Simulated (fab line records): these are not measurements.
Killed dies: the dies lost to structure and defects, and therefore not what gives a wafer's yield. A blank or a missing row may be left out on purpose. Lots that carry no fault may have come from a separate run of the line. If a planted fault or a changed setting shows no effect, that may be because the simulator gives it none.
Chamber matching / flow n5 finfet / N5_HKMG_FIN_ALD_79 on ald metal-03 has 4 sister chambers
The step deposits TiN, target thk 1.5 nm, pulse time 1 s, purge time 3 s. 14 wafers are shown with their chamber, then 7 later ones without.

== WAFERS WITH THEIR CHAMBER ==
wafer=L074.2; chamber=1; heater power w (W)=843; heater power outer w (W)=477; precursor pulse height rel=1.004
wafer=L074.3; chamber=2; heater power w (W)=644; heater power outer w (W)=426; precursor pulse height rel=1.015
wafer=L074.5; chamber=1; heater power w (W)=865; heater power outer w (W)=481; precursor pulse height rel=0.955
wafer=L079.1; chamber=3; heater power w (W)=952; heater power outer w (W)=551; precursor pulse height rel=0.995
wafer=L079.4; chamber=2; heater power w (W)=664; heater power outer w (W)=414; precursor pulse height rel=1.020
wafer=L079.5; chamber=2; heater power w (W)=663; heater power outer w (W)=426; precursor pulse height rel=0.980
wafer=L088.1; chamber=2; heater power w (W)=660; heater power outer w (W)=429; precursor pulse height rel=1.032
wafer=L088.4; chamber=3; heater power w (W)=939; heater power outer w (W)=544; precursor pulse height rel=1.003
wafer=L088.5; chamber=1; heater power w (W)=863; heater power outer w (W)=481; precursor pulse height rel=1.002
wafer=L089.1; chamber=2; heater power w (W)=653; heater power outer w (W)=424; precursor pulse height rel=1.022
wafer=L089.2; chamber=3; heater power w (W)=953; heater power outer w (W)=544; precursor pulse height rel=1.032
wafer=L089.6; chamber=1; heater power w (W)=849; heater power outer w (W)=479; precursor pulse height rel=1.015
wafer=L093.1; chamber=1; heater power w (W)=857; heater power outer w (W)=463; precursor pulse height rel=1.035
wafer=L093.2; chamber=0; heater power w (W)=883; heater power outer w (W)=487; precursor pulse height rel=0.971

SIGNATURES, as means of the wafers listed above
reading=heater power w; chamber 0=883.00; chamber 1=855.40; chamber 2=656.80; chamber 3=948.00; scatter within a chamber=8.65
reading=heater power outer w; chamber 0=487.00; chamber 1=476.20; chamber 2=423.80; chamber 3=546.33; scatter within a chamber=6.28
reading=precursor pulse height rel; chamber 0=0.97100; chamber 1=1.00220; chamber 2=1.01380; chamber 3=1.01000; scatter within a chamber=0.0241
Rule: a wafer lies at a distance from a chamber equal to the root of the sum of squares, over the readings, of (its reading less the chamber's mean, divided by the reading's scatter). The wafer belongs to the nearest chamber; if the next one is less than 2 further off, it can't be placed. How the scatter is found: for the shown wafers, subtract from each reading the mean of its chamber, square and add these, divide the total by (wafers less chambers), then take the root.

== WAFERS WITH NO CHAMBER GIVEN ==
wafer=L093.5; heater power w (W)=654; heater power outer w (W)=429; precursor pulse height rel=1.001
wafer=L095.1; heater power w (W)=922; heater power outer w (W)=551; precursor pulse height rel=1.005
wafer=L095.3; heater power w (W)=868; heater power outer w (W)=473; precursor pulse height rel=1.024
wafer=L095.6; heater power w (W)=955; heater power outer w (W)=556; precursor pulse height rel=1.024
wafer=L097.1; heater power w (W)=859; heater power outer w (W)=464; precursor pulse height rel=1.019
wafer=L097.4; heater power w (W)=953; heater power outer w (W)=561; precursor pulse height rel=1.019
wafer=L097.6; heater power w (W)=658; heater power outer w (W)=428; precursor pulse height rel=0.981

== WHICH CHAMBER EACH WENT THROUGH ==
wafer=L093.5; from the rows above=2; in truth=2
wafer=L095.1; from the rows above=3; in truth=3
wafer=L095.3; from the rows above=can't be placed: 1 or 0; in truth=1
wafer=L095.6; from the rows above=3; in truth=3
wafer=L097.1; from the rows above=1; in truth=1
wafer=L097.4; from the rows above=3; in truth=3
wafer=L097.6; from the rows above=2; in truth=2
6 of 7 placed correctly. Cannot be placed on the basis of these rows: 1; the candidates contain the true chamber in 1. Wrongly placed: 0.
